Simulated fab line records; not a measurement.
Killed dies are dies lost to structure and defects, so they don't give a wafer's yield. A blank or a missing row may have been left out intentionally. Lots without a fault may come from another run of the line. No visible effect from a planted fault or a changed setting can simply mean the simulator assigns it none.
Check of tool commonality ; flow n5-finfet ; Sampled: 9 lots, 27 wafers

## WHY THIS WAS OPENED
At N5_FIN_SAQP_INSPECT_40 the reading raw-defect-count is flagged on 3 of 9 lots. No-fault wafers: 220, standard deviation 61.
Rule: a lot gets a flag if all its wafers with a number sit over 4 standard deviations from that mean, or if no wafer of it has a number. All remaining lots are regarded as sound.

lot;measured;on;raw-defect-count, wafer by wafer;flag
L342;day 3 15:02;defect-inspect-01;241 240 301;
L344;day 4 02:46;defect-inspect-02;207 236 374;
L351;day 5 21:05;defect-inspect-02;191 279 258;
L352;day 6 02:56;defect-inspect-01;165 225 208;
L353;day 6 07:58;defect-inspect-01;659 735 696;FLAGGED
L355;day 6 22:01;defect-inspect-02;682 626 609;FLAGGED
L356;day 7 03:05;defect-inspect-02;616 584 669;FLAGGED
L358;day 7 17:12;defect-inspect-02;198 157 320;
L359;day 7 23:49;defect-inspect-01;326 233 268;
On average the flagged lots' numbers are 653, which is +433 against the usual, or +7 standard deviations.

## TOOL THAT RAN EACH LOT
The record holds 3 process steps before the reading, out of a route of 1938 steps. Cell contents, in order: the tool; ch with the chambers the sampled wafers went through; the start.
lot;flag;N5_FIN_SAQP_HM_DEP_72;N5_FIN_SAQP_DESCUM_21;N5_FIN_SAQP_ETCH_57
L342;;pecvd-04 ch 0,1, day 3 09:36;rie-diel-04 ch 1,2, day 3 10:08;rie-diel-03 ch 0,1, day 3 12:12
L344;;pecvd-01 ch 0,1, day 3 21:46;rie-diel-03 ch 2,3, day 3 22:14;rie-diel-01 ch 0,1, day 4 00:37
L351;;pecvd-01 ch 0,1, day 5 16:20;rie-diel-03 ch 0,2,3, day 5 16:53;rie-diel-04 ch 1,3, day 5 18:59
L352;;pecvd-03 ch 1,2, day 5 22:05;rie-diel-03 ch 0,2,3, day 5 22:40;rie-diel-03 ch 0,1,3, day 6 00:50
L353;FLAGGED;pecvd-01 ch 1,2, day 6 03:12;rie-diel-01 ch 1,2,3, day 6 03:45;rie-diel-03 ch 0,1, day 6 05:48
L355;FLAGGED;pecvd-01 ch 0,1,2, day 6 15:13;rie-diel-03 ch 1,2,3, day 6 15:44;rie-diel-04 ch 1,2, day 6 19:50
L356;FLAGGED;pecvd-01 ch 0,1,2, day 6 22:07;rie-diel-01 ch 0,1,3, day 6 22:40;rie-diel-04 ch 0,1,2, day 7 00:43
L358;;pecvd-03 ch 0,1,2, day 7 10:10;rie-diel-01 ch 1,2,3, day 7 10:42;rie-diel-04 ch 1,3, day 7 14:48
L359;;pecvd-04 ch 0,1,2, day 7 19:16;rie-diel-01 ch 1,2,3, day 7 19:41;rie-diel-03 ch 2,3, day 7 21:44
What these steps do:
- N5_FIN_SAQP_HM_DEP_72: deposits SiO2 from SiH4/N2O, target thk 12 nm, time 7.2 s.
- N5_FIN_SAQP_DESCUM_21: chemistry O2, time 7.9 s.
- N5_FIN_SAQP_ETCH_57: etches SiNx in CH3F/O2, target depth 32.5 nm, time 46.4 s.
- N5_FIN_SAQP_INSPECT_40: inspects for defects (brightfield).

## FLAGGED OVER TOTAL, TOOL BY TOOL (the gauges that took the reading come last)
step;tool;lots run;flagged;share of the flagged lots;sound lots run after its first flagged lot
N5_FIN_SAQP_HM_DEP_72;pecvd-01;5;3;all;0
N5_FIN_SAQP_HM_DEP_72;pecvd-03;2;0;none;-
N5_FIN_SAQP_HM_DEP_72;pecvd-04;2;0;none;-
N5_FIN_SAQP_DESCUM_21;rie-diel-01;4;2;some;2 (L358,L359)
N5_FIN_SAQP_DESCUM_21;rie-diel-03;4;1;some;0
N5_FIN_SAQP_DESCUM_21;rie-diel-04;1;0;none;-
N5_FIN_SAQP_ETCH_57;rie-diel-01;1;0;none;-
N5_FIN_SAQP_ETCH_57;rie-diel-03;4;1;some;1 (L359)
N5_FIN_SAQP_ETCH_57;rie-diel-04;4;2;some;1 (L358)
N5_FIN_SAQP_INSPECT_40;defect-inspect-01;4;1;some;1 (L359)
N5_FIN_SAQP_INSPECT_40;defect-inspect-02;5;2;some;1 (L358)

## THE TABLE: WHAT IT ALLOWS
In the table, 1 row covers all flagged lots: pecvd-01 at N5_FIN_SAQP_HM_DEP_72.
- pecvd-01 at N5_FIN_SAQP_HM_DEP_72: 3 of its 5 lots flagged. Last sound lot L351 at day 5 16:20, first flagged lot L353 at day 6 03:12; a fault beginning in between fits.
One tool is left: pecvd-01 at N5_FIN_SAQP_HM_DEP_72.

## WHAT THE SIMULATOR HAD INSERTED
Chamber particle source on pecvd-01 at N5_FIN_SAQP_HM_DEP_72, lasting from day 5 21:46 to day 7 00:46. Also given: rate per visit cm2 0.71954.
Struck lots among those shown: L353, L355, L356. The rule above found the same.
